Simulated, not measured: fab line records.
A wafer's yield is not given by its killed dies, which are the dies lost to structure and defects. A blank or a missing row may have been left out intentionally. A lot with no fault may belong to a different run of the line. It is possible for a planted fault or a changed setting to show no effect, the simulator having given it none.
Comparing a struck lot with a sound one || flow nand-harc || 15 steps out of a route of 1302
Sound: these wafers, L260.2, L260.4, L260.6. Wafers L257.1, L257.4, L257.6 were the ones struck. The cause is given at the end.
For every step that has rows: the tool of each side, followed by ch and its chambers, followed by its first start. Under that, the readings that differ: sound wafers || struck wafers || difference of the means || sigmas: that difference in standard deviations of wafers without a fault.
alike: readings whose means differ by less than 2 such deviations, and words and numbers that are the same on both sides. not compared: withheld readings, readings that some wafer has no value for, bounds like >300 that may hide the same value, and numbers for which the record gives no deviation and whose values overlap.
The two part at a step that has a row with sigmas, a row that says differs or no value, or rows on one side only. Non-overlapping numbers with no deviation appear without sigmas and do not part them. A reading missing from all wafers of one side parts the sides only when that side holds two or more wafers.

first, 5 steps without rows for these wafers: NHARC_P_BONDPAD_SOFTBAKE_04 (time 70 s); NHARC_P_BONDPAD_EBR_05; NHARC_P_BONDPAD_EXPOSE_06 (exposes mask P BPAD); NHARC_P_BONDPAD_PEB_07 (peb time 80 s); NHARC_P_BONDPAD_DEVELOP_08 (time 50 s).
NHARC_P_BONDPAD_CD_MEAS_09: target cd 500 nm.
  sound on cd-sem-03 ch 0, day 13 19:36; struck on cd-sem-02 ch 0, day 12 18:47
  alike: cd-nm
NHARC_P_BONDPAD_OVL_MEAS_38:
  sound on overlay-02 at day 13 19:42; struck on overlay-01 at day 12 18:52
  alike: overlay-x-nm, overlay-y-nm
then, 1 step without rows for these wafers: NHARC_P_BONDPAD_HARDBAKE_10 (time 65 s).
NHARC_P_BONDPAD_DESCUM_11: chemistry O2, time 3 s.
  sound on rie-diel-03 ch 1,3, day 13 19:50; struck on rie-diel-11 ch 0,2,3, day 12 19:00
  alike: chamber-pressure-mTorr, drypump-motor-current-A, oes-product-au, rf-vpp-V, showerhead-plenum-p-Torr, throttle-valve-pct
  not compared: rf-hours-counter-h
NHARC_P_BONDPAD_ETCH_37: etches the open film in N2/H2, target depth 60 nm, overetch 18 nm, time 65.91 s.
  sound on rie-diel-03 ch 0,1,2, day 13 19:55; struck on rie-diel-11 ch 2,3, day 12 19:05
  alike: chamber-pressure-mTorr, drypump-motor-current-A, oes-product-au, rf-fwd-power-W, rf-vpp-V, showerhead-plenum-p-Torr, throttle-valve-pct
  not compared: rf-hours-counter-h
NHARC_P_BONDPAD_ETCH_12: etches the open film in CHF3/O2, target depth 200 nm, time 100 s.
  sound: rie-diel-03 ch 1,2,3; struck: rie-diel-11 ch 0,3
{"reading": "oes-product-au (a.u.)", "sound": "0.969 0.971 0.996", "struck": "0.918 0.927 0.932", "difference": -0.053, "sigmas": -2}
  alike: chamber-pressure-mTorr, drypump-motor-current-A, rf-fwd-power-W, rf-vpp-V, showerhead-plenum-p-Torr, throttle-valve-pct
  not compared: rf-hours-counter-h
NHARC_P_BONDPAD_CD_MEAS_13:
  sound on cd-sem-01 at day 13 20:09; struck on cd-sem-03 at day 12 19:18
  alike: cd-nm
NHARC_P_BONDPAD_STRIP_15: strips in O2.
  sound on rie-diel-08 ch 0,3, day 13 20:13; struck on rie-diel-08 ch 1,3, day 12 19:23
  no value came back on the struck wafers for any of 7 readings (bias-w (W), chamber-pressure-mTorr (mTorr) and others); on the sound wafers bias-w (W) reads 0 0 0
  not compared: rf-hours-counter-h
NHARC_P_BONDPAD_ETCH_24: etches the open film in CF4/N2, target depth 30 nm, time 72.99 s.
  sound on rie-diel-08 ch 0,1,3; struck on rie-diel-08 ch 0,1,2, day 12 19:32
  alike: chamber-pressure-mTorr, drypump-motor-current-A, oes-product-au, rf-fwd-power-W, rf-vpp-V, showerhead-plenum-p-Torr, throttle-valve-pct
  not compared: rf-hours-counter-h
-- the record jumps here: 18 days lie between the struck wafers' starts before and after (it left off in module P_BONDPAD and takes up again in module END, whose first step shown is number 1302 of the route) --
NHARC_END_SORT_01:
  sound on prober-02 ch 0, day 31 13:47; struck on prober-01 ch 0, day 30 20:54
{"reading": "defect-limited-yield (%)", "sound": "93.2 95.4 94.5", "struck": "0 0 0", "difference": -94, "sigmas": -35}
{"reading": "killed-at-array", "sound": "43 28 34", "struck": "74 88 71", "difference": "+43", "sigmas": "+2"}
{"reading": "killed-at-periphery", "sound": "1 1 2", "struck": "602 589 605", "difference": "+597", "sigmas": "+99 or more"}
{"reading": "killed-dies", "sound": "46 31 37", "struck": "677 677 677", "difference": "+639", "sigmas": "+36"}
{"reading": "sort_bin_2_pct (%)", "sound": "2.7 1.6 1.8", "struck": "91.7 91.3 93.8", "difference": "+90.2", "sigmas": "+75"}
{"reading": "sort_bin_4_pct (%)", "sound": "3.7 2.2 3.2", "struck": "6.5 8.1 5.8", "difference": "+3.8", "sigmas": "+2"}
{"reading": "sort-n-pass", "sound": "631 646 640", "struck": "0 0 0", "difference": -639, "sigmas": -36}
{"reading": "sort-rim-yield-pct (%)", "sound": "83 92 91", "struck": "0 0 0", "difference": -89, "sigmas": -22}
{"reading": "sort-yield-pct (%)", "sound": "93.2 95.4 94.5", "struck": "0 0 0", "difference": -94, "sigmas": -35}
  alike: killed-at-other, killed-open, killed-short, sort_bin_3_pct

== WHERE THEY PART ==
Earliest at NHARC_P_BONDPAD_ETCH_12; latest, in this record, at NHARC_END_SORT_01.

WHY: the cause the simulator had injected
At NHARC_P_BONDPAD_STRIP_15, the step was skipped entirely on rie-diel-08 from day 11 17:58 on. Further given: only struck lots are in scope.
